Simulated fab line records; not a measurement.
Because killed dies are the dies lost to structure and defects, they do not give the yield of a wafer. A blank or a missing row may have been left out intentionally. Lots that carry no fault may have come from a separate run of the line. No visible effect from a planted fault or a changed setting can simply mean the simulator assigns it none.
A struck lot beside a sound one | flow n5-finfet | 16 out of 1938 route steps
Sound: the wafers L631.2, L631.3, L631.4. Struck: wafer L643.5. (L643.6 of the same lot was not struck and is left out.) The cause comes at the end.
Order at every step that has rows: each side's tool, ch and its chambers, its first start. Under that, the readings that differ: sound wafers | struck wafers | difference of the means | sigmas: that difference in standard deviations of wafers without a fault.
alike: a reading whose means differ by less than 2 such deviations, as well as words and numbers matching on both sides. not compared: withheld readings; readings where some wafer has no value; bounds like >300 that might hide an equal value; numbers whose values overlap and for which the record gives no deviation.
Wherever a step has rows on one side only, a row that says differs or no value, or a row with sigmas, the two part there. Numbers that don't overlap but have no deviation are shown without sigmas and don't part them. A reading that every wafer of one side lacks parts them only if that side has two wafers or more.

first, 2 steps without rows for these wafers: N5_DUMMY_GATE_ETCH_29 (etches underlayer in N2/H2, target depth 13 nm); N5_DUMMY_GATE_ETCH_36 (etches SiARC in CF4, target depth 13 nm).
N5_DUMMY_GATE_ETCH_37: etches SOC in N2/H2, target depth 60 nm, overetch 30 nm.
  sound on rie-diel-03 ch 0,1,2, day 2 21:55; struck on rie-diel-03 ch 3, day 5 22:11
  alike: drypump-motor-current-A, oes-product-au, rf-vpp-V, showerhead-plenum-p-Torr, throttle-valve-pct
  not compared: rf-hours-counter-h
then, 3 steps without rows for these wafers: N5_DUMMY_GATE_STRIP_38 (strips in N2/H2); N5_DUMMY_GATE_STRIP_39 (strips in N2/H2); N5_DUMMY_GATE_TRIM_49 (chemistry O2, time 29 s, target cd 14 nm).
N5_DUMMY_GATE_STRIP_40: strips in CF4.
  sound on rie-diel-03 ch 0,2,3, day 2 22:06; struck on rie-diel-03 ch 1, day 5 22:21
  alike: drypump-motor-current-A, oes-product-au, rf-vpp-V, showerhead-plenum-p-Torr, throttle-valve-pct
  not compared: rf-hours-counter-h
N5_DUMMY_GATE_CD_MEAS_50: the cd target is 14 nm.
  sound on cd-sem-01, day 2 22:09; struck on cd-sem-01, day 5 22:24
  alike: cd-nm
then, 1 step without rows for these wafers: N5_DUMMY_GATE_ETCH_31 (etches SiO2 in C4F6/O2, target depth 82.5 nm, time 27.5 s).
N5_DUMMY_GATE_STRIP_41: strips in O2.
  sound on rie-diel-05 ch 2,3, day 2 22:14; struck on rie-diel-03 ch 0, day 5 22:30
  alike: drypump-motor-current-A, oes-product-au, rf-vpp-V, showerhead-plenum-p-Torr, throttle-valve-pct
  not compared: rf-hours-counter-h
N5_DUMMY_GATE_HM_OPEN_21: chemistry CH3F/O2, target SiNx, target depth 120 nm, time 171.4 s.
  sound on rie-diel-05 ch 2,3, day 2 22:17; struck on rie-diel-03 ch 0, day 5 22:35
  reading      | sound       | struck | difference | sigmas
  rf-vpp-V (V) | 297 298 299 | 305    | +7         | +2
  alike: drypump-motor-current-A, oes-product-au, showerhead-plenum-p-Torr, throttle-valve-pct
  not compared: rf-hours-counter-h
N5_DUMMY_GATE_ETCH_32: etches SiO2 in CF4, target depth 3.5 nm, time 3.9 s.
  sound on rie-si-06 ch 1,2,3, day 2 22:27; struck on rie-si-05 ch 3, day 5 22:42
  alike: drypump-motor-current-A, oes-product-au, throttle-valve-pct
  not compared: rf-hours-counter-h
N5_DUMMY_GATE_ETCH_23: etches poly-Si in HBr/Cl2/O2, target depth 41 nm, time 22.3 s.
  sound on rie-si-06 ch 1,2,3, day 2 22:29; struck on rie-si-05 ch 3, day 5 22:44
  reading                                       | sound             | struck | difference | sigmas
  oes-product-au (a.u.)                         | 1.015 1.001 0.973 | 0.775  | -0.221     | -12
  model.etch.depth-nm (nm)                      | 41.27 41.85 41.15 | 27.02  | -14.40     |
  model.SiO2_of_DUMMY_GATE_PECVD_30.thk-nm (nm) | 38.6 38.4 39.4    | 40.4   | +1.6       |
  alike: drypump-motor-current-A, throttle-valve-pct
  not compared: rf-hours-counter-h
N5_DUMMY_GATE_ETCH_44: etches poly-Si in HBr/O2, stops on SiO2, target depth 127.5 nm.
  sound on rie-si-06 ch 1,2,3, day 2 22:32; struck on rie-si-05 ch 3, day 5 22:49
  reading                                       | sound          | struck | difference | sigmas
  model.SiO2_of_DUMMY_GATE_PECVD_30.thk-nm (nm) | 37.6 37.4 38.4 | 39.4   | +1.6       |
  alike: drypump-motor-current-A, oes-product-au, throttle-valve-pct
  not compared: rf-hours-counter-h
N5_DUMMY_GATE_CD_MEAS_24: the cd target is 15 nm.
  sound on cd-sem-03, day 2 22:39; struck on cd-sem-03, day 5 22:53
  alike: cd-nm
-- a jump in the record: the struck wafers' starts before and after are 5 days apart (it breaks off in module DUMMY_GATE and resumes in module BEOL_M4, where the first step shown is number 1111 of the route) --
N5_BEOL_M4_RC_MEAS_101:
  sound on prober-02 ch 0, day 7 20:21; struck on prober-01 ch 0, day 11 01:49
  alike: DIBL_N, DIBL_P, IOFF_N, IOFF_P, ION_N, ION_P, SS_N, SS_P, VT_N, VT_P

== WHERE THEY PART ==
At N5_DUMMY_GATE_HM_OPEN_21 first; at N5_DUMMY_GATE_ETCH_23 last (within this record only). Later steps at which nothing parts them and some readings are alike: N5_DUMMY_GATE_ETCH_44, N5_DUMMY_GATE_CD_MEAS_24, N5_BEOL_M4_RC_MEAS_101.

WHY: whatever the simulator had introduced
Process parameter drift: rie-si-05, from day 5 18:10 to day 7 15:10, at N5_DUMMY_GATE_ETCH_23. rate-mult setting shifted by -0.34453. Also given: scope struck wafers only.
